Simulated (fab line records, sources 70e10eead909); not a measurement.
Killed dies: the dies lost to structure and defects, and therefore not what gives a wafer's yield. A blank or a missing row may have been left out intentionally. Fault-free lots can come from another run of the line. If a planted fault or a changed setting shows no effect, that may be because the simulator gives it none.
Which tool was responsible? | flow nand-harc | 18 wafers from 6 lots sampled at 4 of the route's 1302 steps

## WHAT THE GAUGES READ, wafer by wafer
NHARC_P_STI_CD_MEAS_09: the cd target is 200 nm.
lot  | measured     | on        | cd-nm (nm)
L424 | day 4 01:02  | cd-sem-03 | 201.2 198.4 199.3
L426 | day 4 22:47  | cd-sem-01 | 199.7 199.0 204.6
L432 | day 7 11:25  | cd-sem-02 | 198.2 197.4 201.9
L437 | day 9 10:16  | cd-sem-02 | 199.6 199.0 199.4
L440 | day 10 17:56 | cd-sem-03 | 202.6 200.2 200.7
L443 | day 12 03:10 | cd-sem-03 | 201.0 200.6 199.0

## WHICH TOOL RAN EACH LOT (tool, then ch and the chambers of the sampled wafers, then the start)
lot  | NHARC_P_ZERO_WELL_DESCUM_54        | NHARC_P_ZERO_WELL_RTA_42         | NHARC_P_STI_EXPOSE_06
L424 | rie-diel-02 ch 0,1, day 3 07:47    | rtp-anneal-01 ch 0, day 3 08:46  | krf-scanner-02 ch 0, day 4 00:53
L426 | rie-diel-02 ch 1,2, day 4 04:06    | rtp-anneal-02 ch 0, day 4 05:05  | krf-scanner-02 ch 0, day 4 22:38
L432 | rie-diel-13 ch 2,3, day 6 16:02    | rtp-anneal-02 ch 0, day 6 17:14  | krf-scanner-03 ch 0, day 7 11:17
L437 | rie-diel-02 ch 2,3, day 8 18:14    | rtp-anneal-01 ch 0, day 8 19:12  | krf-scanner-01 ch 0, day 9 10:07
L440 | rie-diel-13 ch 0,1,3, day 9 23:50  | rtp-anneal-02 ch 0, day 10 00:54 | krf-scanner-02 ch 0, day 10 17:47
L443 | rie-diel-04 ch 0,1,3, day 11 06:49 | rtp-anneal-02 ch 0, day 11 07:47 | krf-scanner-01 ch 0, day 12 03:01
- NHARC_P_ZERO_WELL_DESCUM_54: chemistry O2, time 3 s.
- NHARC_P_ZERO_WELL_RTA_42: time 300 s.
- NHARC_P_STI_EXPOSE_06: exposes mask P STI, target cd 200 nm.

## THE ANSWER, worked out from the rows above alone
Rule: the lots themselves supply what counts as usual. Put in order of their means at a reading, lots are off if they are a third of the lots or fewer, leave a main group of 4 or more, and stand apart from it by a gap of 3 or more times the standard deviation of the main group's means; of several such gaps the widest counts. Not used: any main group whose means are identical at the precision the tables above print for the reading. A lot without any number at a reading at which 4 lots or more have one is off too. Any other lot the step has rows for is counted as sound.
No lot is off at any reading shown: from this, nothing can be told.

## WHAT HAD BEEN PUT IN BY THE SIMULATOR
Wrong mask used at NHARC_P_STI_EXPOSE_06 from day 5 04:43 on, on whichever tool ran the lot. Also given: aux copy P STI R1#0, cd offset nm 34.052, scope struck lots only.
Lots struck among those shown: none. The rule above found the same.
